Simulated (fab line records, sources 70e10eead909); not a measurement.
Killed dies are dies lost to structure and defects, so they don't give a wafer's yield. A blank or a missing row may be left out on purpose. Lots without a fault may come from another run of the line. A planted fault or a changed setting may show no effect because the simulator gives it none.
Which tool did it? | flow nand_harc | 6 lots, 18 wafers sampled, at 5 steps of a route of 1302

WHAT THE GAUGES READ, wafer by wafer
NHARC_END_SORT_01.
lot  | measured     | on        | killed_at_array
L454 | day 29 14:43 | prober-02 | 675 671 669

WHICH TOOL RAN EACH LOT (tool, then ch and the chambers of the sampled wafers, then the start)
lot  | NHARC_A_CONTACT_ETCH_126             | NHARC_A_CONTACT_ETCH_128             | NHARC_A_CONTACT_ETCH_132             | NHARC_A_CONTACT_STRIP_82
L445 | har_cap_etch-02 ch 0,1, day 23 06:22 | har_cap_etch-02 ch 0,1, day 23 06:50 | har_cap_etch-02 ch 0,1, day 23 07:47 | rie_diel-03 ch 0,1,2, day 23 09:31
L448 | har_cap_etch-02 ch 0, day 24 23:31   | har_cap_etch-02 ch 0, day 24 23:52   | har_cap_etch-02 ch 0, day 25 00:35   | rie_diel-10 ch 1,2,3, day 25 02:10
L450 | har_cap_etch-01 ch 0,1, day 25 12:22 | har_cap_etch-01 ch 0,1, day 25 12:43 | har_cap_etch-01 ch 0,1, day 25 13:25 | rie_diel-03 ch 0,3, day 25 15:20
L454 | har_cap_etch-03 ch 0,1, day 27 04:44 | har_cap_etch-03 ch 0,1, day 27 05:22 | har_cap_etch-03 ch 0,1, day 27 06:37 | rie_diel-11 ch 0,1,2, day 27 08:35
L461 | har_cap_etch-01 ch 0,1, day 30 01:09 | har_cap_etch-01 ch 0,1, day 30 01:30 | har_cap_etch-01 ch 0,1, day 30 02:12 | rie_diel-03 ch 0,1,3, day 30 03:46
L464 | har_cap_etch-03 ch 0, day 31 20:47   | har_cap_etch-03 ch 0, day 31 21:08   | har_cap_etch-03 ch 0, day 31 21:51   | rie_diel-10 ch 0,1,3, day 31 23:25
- NHARC_A_CONTACT_ETCH_126: etches the open film in C4F8/O2/Ar, time 197 s, target depth 1918 nm.
- NHARC_A_CONTACT_ETCH_128: etches the open film in C4F8/O2/Ar, time 197 s, target depth 1918 nm.
- NHARC_A_CONTACT_ETCH_132: etches the open film in C4F8/O2/Ar, time 197 s, target depth 1924 nm.
- NHARC_A_CONTACT_STRIP_82: strips in O2.

THE ANSWER, worked out from the rows above alone
Rule: what is usual is taken from the lots themselves. Put in order of their means at a reading, lots are off if they are a third of the lots or fewer, leave a main group of 4 or more, and stand apart from it by a gap of 3 or more times the standard deviation of the main group's means; of several such gaps the widest counts. A main group whose means are all the same, to the digits that the tables above print for the reading, isn't used. A lot without any number at a reading at which 4 lots or more have one is off too. The other lots that the step has rows for count as sound.
No lot is off at any reading shown: from this, nothing can be told.

WHAT THE SIMULATOR HAD PUT IN
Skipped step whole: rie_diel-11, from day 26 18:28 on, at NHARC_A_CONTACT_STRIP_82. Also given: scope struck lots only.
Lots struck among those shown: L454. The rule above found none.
